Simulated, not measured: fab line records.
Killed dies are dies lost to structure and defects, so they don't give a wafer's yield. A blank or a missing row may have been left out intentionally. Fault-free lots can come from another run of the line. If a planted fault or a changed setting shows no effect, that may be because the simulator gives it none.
A lot that was struck, set against a sound lot || flow nand_harc || 15 steps out of a route of 1302
Sound: the wafers L553.1, L553.2, L553.6. The struck wafers were L565.1, L565.4, L565.6. The cause comes at the end.
For every step that has rows: the tool of each side, followed by ch and its chambers, followed by its first start. Under that, the readings that differ: sound wafers || struck wafers || difference of the means || sigmas: that difference in standard deviations of wafers without a fault.
alike: a reading whose means differ by less than 2 such deviations, as well as words and numbers matching on both sides. not compared: withheld readings; readings where some wafer has no value; bounds like >300 that might hide an equal value; numbers whose values overlap and for which the record gives no deviation.
A row with sigmas, a row that says differs or no value, or rows on one side alone: a step with any of these is where the two part. When numbers do not overlap yet have no deviation, they are printed without sigmas and do not part them. A reading missing from all wafers of one side parts the sides only when that side holds two or more wafers.

first, 7 steps without rows for these wafers: NHARC_P_ZERO_WELL_HMDS_17 (time 30 s); NHARC_P_ZERO_WELL_COAT_18; NHARC_P_ZERO_WELL_SOFTBAKE_19 (time 95 s); NHARC_P_ZERO_WELL_EBR_20; NHARC_P_ZERO_WELL_EXPOSE_21 (exposes mask P NWELL, target cd 720 nm); NHARC_P_ZERO_WELL_PEB_22 (peb time 85 s); NHARC_P_ZERO_WELL_DEVELOP_23 (time 70 s).
NHARC_P_ZERO_WELL_CD_MEAS_24: the cd target is 720 nm.
  sound on cd_sem-02 ch 0, day 1 22:50; struck on cd_sem-03 ch 0, day 6 22:32
  alike: cd_nm
then, 1 step without rows for these wafers: NHARC_P_ZERO_WELL_HARDBAKE_25 (time 80 s).
NHARC_P_ZERO_WELL_DESCUM_26: chemistry O2, time 3 s.
  sound on rie_diel-08 ch 0,1,2, day 1 23:01; struck on rie_diel-13 ch 0,1, day 6 22:42
  alike: drypump_motor_current_A, oes_product_au, rf_vpp_V, showerhead_plenum_p_Torr, throttle_valve_pct
  not compared: rf_hours_counter_h
then, 2 steps without rows for these wafers: NHARC_P_ZERO_WELL_IMPLANT_27; NHARC_P_ZERO_WELL_IMPLANT_57.
NHARC_P_ZERO_WELL_IMPLANT_58:
  struck on implanter-01, day 6 23:13; sound on implanter-02 ch 0, day 1 23:30
  no value came back on the struck wafers for beam_energy_keV, beam_on_s (s), dose_ions_cm2; on the sound wafers beam_energy_keV reads 99.99 100.05 99.99
then, 1 step without rows for these wafers: NHARC_P_ZERO_WELL_STRIP_28 (strips in SPM, time 840 s).
-- break in the record here, with 23 days between the starts of the struck wafers on either side (left off in module P_ZERO_WELL, picked up again in module END, where the first step shown is number 1302 on the route) --
NHARC_END_SORT_01:
  only the struck wafers appear in the record here, on prober-02 ch 0 at day 29 13:34; the sound ones have no rows

WHERE THEY PART
Last at NHARC_END_SORT_01 as far as this record goes, first at NHARC_P_ZERO_WELL_IMPLANT_58.

WHY: what had been put in by the simulator
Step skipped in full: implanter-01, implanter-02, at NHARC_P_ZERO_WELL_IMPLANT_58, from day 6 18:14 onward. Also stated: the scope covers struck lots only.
